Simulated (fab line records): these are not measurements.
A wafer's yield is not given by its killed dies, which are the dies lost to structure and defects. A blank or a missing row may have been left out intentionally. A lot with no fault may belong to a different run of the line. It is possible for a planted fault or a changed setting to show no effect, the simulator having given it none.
Code-filled problem report in 8D (eight disciplines) form + flow n5_finfet + the parts of the form that need people (team, actions taken, sign-off) are left out

== 1. THE PROBLEM ==
cd_nm at N5_FIN_SAQP_CD_MEAS_16 reads a mean of 32.70 nm on 4 wafers of 3 lots; wafers without a fault read 35.60 nm with a standard deviation of 0.26. Relative to the usual mean, that is a shift of -11 standard deviations.
The step: target cd 35.6 nm.
The first sign was on wafer L863.4 at day 3 21:16, on cd_sem-02. The record has a number at this step for 30 wafers belonging to 10 lots. Rule for "out" (also "out of limits"): further than 4 standard deviations from the usual mean. All remaining wafers that have a number are taken as sound.

== 2. WHAT IT IS, WHAT IT ISN'T ==
| question                    | is                             | is not                                                                                                  |
|-----------------------------|--------------------------------|---------------------------------------------------------------------------------------------------------|
| which readings at this step | cd_nm                          | -                                                                                                       |
| which lots                  | L863, L864, L866               | L857, L861, L869, L870, L874, L876, L877                                                                |
| which wafers of those lots  | L863.4, L864.6, L866.4, L866.6 | L863.1, L863.5, L864.2, L864.5, L866.1                                                                  |
| read on which gauges        | cd_sem-02, cd_sem-03           | cd_sem-01                                                                                               |
| when                        | from day 3 21:16               | up to then (8 sound wafers); but 18 sound wafers of L864, L866, L869, L870, L874, L876, L877 came after |

== 3. WHAT RULES OUT EACH SUSPECT ==
Counting: any tool at a process step up to the reading remains a suspect provided it ran every lot that is out. Sound lots after the first of them don't rule it out here, since some wafers of a struck lot are sound.
- ruled out: the gauge at N5_FIN_SAQP_CD_MEAS_16. Those wafers that are out were read across 2 gauges (cd_sem-02, cd_sem-03).
- litho_track-04 at N5_FIN_SAQP_PEB_14 (peb time 60 s): kept. It ran every lot that is out, first L863 (day 3 21:11); its last sound lot up to then is L857 (day 2 09:19).
After counting, what remains is litho_track-04 at N5_FIN_SAQP_PEB_14.

== 4. THE CAUSE (what the simulator had put in) ==
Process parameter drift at N5_FIN_SAQP_PEB_14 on litho_track-04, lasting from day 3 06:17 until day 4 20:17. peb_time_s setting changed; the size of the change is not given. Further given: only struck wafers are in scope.
Counting left only this tool.

== 5. THE EFFECT CHAIN, in route order ==
One row per reading whose mean, taken over the struck wafers that have a number, lies over 3 standard deviations from the usual. Readings are gone through only where the record gives a usual standard deviation; hours: the median, over the lots, of the time from a lot's start at the first step in this table giving one to that lot's start at this step; sigmas: the change measured in usual standard deviations.
| hours | step                   | reading | usual    | on struck wafers | change | sigmas |
|-------|------------------------|---------|----------|------------------|--------|--------|
| 0     | N5_FIN_SAQP_CD_MEAS_16 | cd_nm   | 35.60 nm | 32.70            | -2.90  | -11    |
Later steps that measure or inspect, where all struck wafers having a row at the step show a number for every such reading and not one has moved that far: N5_BEOL_M4_RC_MEAS_101.

== 6. WHAT WOULD HAVE CAUGHT IT SOONER ==
Counted from the fault's start at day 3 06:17, it took 15 hours until the first out-of-limits reading at a measuring or inspecting step in this record, taken at day 3 21:16.
Of the lots that are out (3), L864, L866 began N5_FIN_SAQP_PEB_14 on litho_track-04 after day 3 21:16. A hold on the tool at that time would have spared those 2.
